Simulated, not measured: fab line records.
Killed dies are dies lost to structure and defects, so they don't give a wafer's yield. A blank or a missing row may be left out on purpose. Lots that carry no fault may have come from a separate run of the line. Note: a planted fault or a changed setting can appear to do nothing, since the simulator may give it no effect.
Which tool did it? | flow n5Finfet | 37 wafers from 13 lots sampled at 5 of the route's 1938 steps

## WHAT THE GAUGES SHOWED, per wafer
N5_ZERO_LAYER_CD_MEAS_11: the cd target is 2000 nm.
lot  | measured    | on       | cdNm (nm)
L524 | day 1 12:47 | cdSem-03 | 2001.2 2000.0 2000.3
L525 | day 1 18:38 | cdSem-02 | 1997.9 2000.3 2000.7
L527 | day 2 06:46 | cdSem-03 | 1985.5 1984.8 1984.3
L529 | day 2 18:38 | cdSem-02 | 1986.4 1985.9 1986.0
L531 | day 3 06:46 | cdSem-02 | 1999.0 1999.7 1998.6
L533 | day 3 18:41 | cdSem-03 | 2000.3 1997.1
L535 | day 4 06:38 | cdSem-03 | 1998.0 1998.6 1999.2
L536 | day 4 12:46 | cdSem-01 | 1998.7 1998.7 2002.6
L537 | day 4 18:40 | cdSem-01 | 1999.7 1995.6
L538 | day 5 00:46 | cdSem-01 | 1996.5 1999.1 1999.5
L541 | day 5 18:47 | cdSem-03 | 1997.2 1997.4 2000.2
L545 | day 6 18:46 | cdSem-02 | 2002.0 2001.6 1998.2
L547 | day 7 06:40 | cdSem-03 | 1999.0 1999.2 1994.3

N5_PMOS_HMC_CHANNEL_EPI_INSPECT_11: inspects for defects (macro).
lot  | measured    | on               | rawDefectCount
L524 | day 1 17:46 | defectInspect-01 | 1 0 1
L525 | day 1 23:05 | defectInspect-02 | 1 2 1
L527 | day 2 10:59 | defectInspect-01 | 2 3 4
L529 | day 2 23:10 | defectInspect-01 | 2 2 4
L531 | day 3 11:53 | defectInspect-02 | 1 1 3
L533 | day 3 23:37 | defectInspect-02 | 2 2
L535 | day 4 11:09 | defectInspect-02 | 1 2 3
L536 | day 4 17:25 | defectInspect-01 | 3 5 3
L537 | day 4 23:02 | defectInspect-02 | 1 2
L538 | day 5 05:04 | defectInspect-02 | 2 0 0
L541 | day 5 23:28 | defectInspect-02 | 1 2 3
L545 | day 6 23:01 | defectInspect-01 | 2 1 2
L547 | day 7 10:58 | defectInspect-01 | 3 3 3

N5_FIN_SAQP_THK_MEAS_05.
lot  | measured    | on           | thkNm (nm)
L524 | day 1 21:41 | filmMetro-02 | 37.6 38.8 38.2
L525 | day 2 02:38 | filmMetro-02 | 38.6 38.8 38.5
L527 | day 2 14:41 | filmMetro-01 | 37.5 38.3 38.1
L529 | day 3 03:05 | filmMetro-01 | 37.4 36.8 37.8
L531 | day 3 17:03 | filmMetro-01 | 38.1 39.3 38.7
L533 | day 4 03:17 | filmMetro-01 | 37.6 38.2
L535 | day 4 14:35 | filmMetro-02 | 38.3 37.8 37.9
L536 | day 4 21:24 | filmMetro-01 | 37.4 37.9 38.4
L537 | day 5 03:55 | filmMetro-01 | 38.1 38.2
L538 | day 5 08:29 | filmMetro-02 | 37.8 37.0 38.4
L541 | day 6 03:16 | filmMetro-02 | 37.4 36.9 38.1
L545 | day 7 02:52 | filmMetro-02 | 37.3 37.9 37.6
L547 | day 7 15:28 | filmMetro-01 | 37.8 37.8 38.4

## WHICH TOOL RAN EACH LOT (tool, then ch and the chambers of the sampled wafers, then the start)
lot  | N5_ZERO_LAYER_PEB_09            | N5_ZERO_LAYER_DESCUM_16
L524 | lithoTrack-05 ch 0, day 1 12:40 | rieDiel-01 ch 0,1, day 1 12:49
L525 | lithoTrack-01 ch 0, day 1 18:31 | rieDiel-04 ch 2,3, day 1 18:41
L527 | lithoTrack-01 ch 0, day 2 06:39 | rieDiel-03 ch 0,2, day 2 06:49
L529 | lithoTrack-01 ch 0, day 2 18:31 | rieDiel-03 ch 0,1,2, day 2 18:41
L531 | lithoTrack-04 ch 0, day 3 06:39 | rieDiel-04 ch 0,2,3, day 3 07:06
L533 | lithoTrack-04 ch 0, day 3 18:34 | rieDiel-01 ch 0,3, day 3 19:02
L535 | lithoTrack-04 ch 0, day 4 06:31 | rieDiel-04 ch 0,1,2, day 4 06:41
L536 | lithoTrack-05 ch 0, day 4 12:39 | rieDiel-04 ch 0,1,3, day 4 12:49
L537 | lithoTrack-04 ch 0, day 4 18:32 | rieDiel-01 ch 0,2, day 4 18:43
L538 | lithoTrack-04 ch 0, day 5 00:39 | rieDiel-04 ch 0,2, day 5 00:49
L541 | lithoTrack-04 ch 0, day 5 18:40 | rieDiel-03 ch 1,2, day 5 18:59
L545 | lithoTrack-05 ch 0, day 6 18:39 | rieDiel-04 ch 0,1,2, day 6 18:49
L547 | lithoTrack-04 ch 0, day 7 06:32 | rieDiel-04 ch 0,2, day 7 06:42
- N5_ZERO_LAYER_PEB_09
- N5_ZERO_LAYER_DESCUM_16: chemistry O2, time 7.9 s.

## WHAT THE TOOLS THEMSELVES READ (means of the sampled wafers that have a number; where no wafer has one, the mark that the record gives instead)
N5_ZERO_LAYER_PEB_09.
lot  | tool          | exhaustPa (Pa)
L524 | lithoTrack-05 | 45.0
L525 | lithoTrack-01 | 44.4
L527 | lithoTrack-01 | 45.1
L529 | lithoTrack-01 | 44.6
L531 | lithoTrack-04 | 46.3
L533 | lithoTrack-04 | 44.2
L535 | lithoTrack-04 | 44.5
L536 | lithoTrack-05 | 45.0
L537 | lithoTrack-04 | 44.5
L538 | lithoTrack-04 | 45.4
L541 | lithoTrack-04 | 43.3
L545 | lithoTrack-05 | 45.2
L547 | lithoTrack-04 | 43.7

N5_ZERO_LAYER_DESCUM_16.
lot  | tool       | drypumpMotorCurrentA (A) | oesProductAu (a.u.) | rfVppV (V) | showerheadPlenumPTorr (Torr) | throttleValvePct (%)
L524 | rieDiel-01 | 5.5                      | 0.71                | 244.3      | 2.16                         | 20.66
L525 | rieDiel-04 | 5.8                      | 0.76                | 243.2      | 2.13                         | 20.64
L527 | rieDiel-03 | 5.5                      | 0.78                | 244.2      | 2.08                         | 20.62
L529 | rieDiel-03 | 5.6                      | 0.77                | 243.7      | 2.11                         | 20.65
L531 | rieDiel-04 | 5.5                      | 0.74                | 242.7      | 2.10                         | 20.56
L533 | rieDiel-01 | 5.5                      | 0.73                | 242.4      | 2.10                         | 20.66
L535 | rieDiel-04 | 5.5                      | 0.73                | 242.5      | 2.09                         | 20.45
L536 | rieDiel-04 | 5.6                      | 0.71                | 241.8      | 2.05                         | 20.72
L537 | rieDiel-01 | 5.8                      | 0.72                | 242.9      | 2.13                         | 20.77
L538 | rieDiel-04 | 5.4                      | 0.74                | 243.6      | 2.13                         | 20.31
L541 | rieDiel-03 | 5.6                      | 0.75                | 242.1      | 2.04                         | 20.68
L545 | rieDiel-04 | 5.5                      | 0.71                | 243.1      | 2.08                         | 20.47
L547 | rieDiel-04 | 5.0                      | 0.71                | 243.0      | 2.07                         | 20.52

## THE ANSWER, worked out from the rows above alone
Rule: the lots themselves supply what counts as usual. Put in order of their means at a reading, lots are off if they are a third of the lots or fewer, leave a main group of 4 or more, and stand apart from it by a gap of 3 or more times the standard deviation of the main group's means; of several such gaps the widest counts. A main group whose means are all the same, to the digits that the tables above print for the reading, isn't used. A lot without any number at a reading at which 4 lots or more have one is off too. Any other lot the step has rows for is counted as sound. First the gauges in route order, then the tools' own readings, where a lot's mean is used as printed above. The first step at which some lot is off is used, and at that step the reading that is off furthest; a lot without a number counts as furthest.
Off at N5_ZERO_LAYER_CD_MEAS_11 (cdNm): L527, L529. Mean 1999.0 nm and standard deviation 1 in the main group.
A tool fits if, at a process step before that reading, it ran every lot that is off, and no sound lot after the first of them. Those tools and the gauges at N5_ZERO_LAYER_CD_MEAS_11 are tried in the same way. One fits: N5_ZERO_LAYER_PEB_09 on lithoTrack-01. A fault onset in the window from L525 (day 1 18:31, its last sound lot) to L527 (day 2 06:39, its first lot off) fits.

## WHAT THE SIMULATOR HAD INSERTED
Drift in process parameters on lithoTrack-01 at N5_ZERO_LAYER_PEB_09, starting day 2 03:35. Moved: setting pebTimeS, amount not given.
Struck lots among those shown: L527, L529. This agrees with what the rule above found.
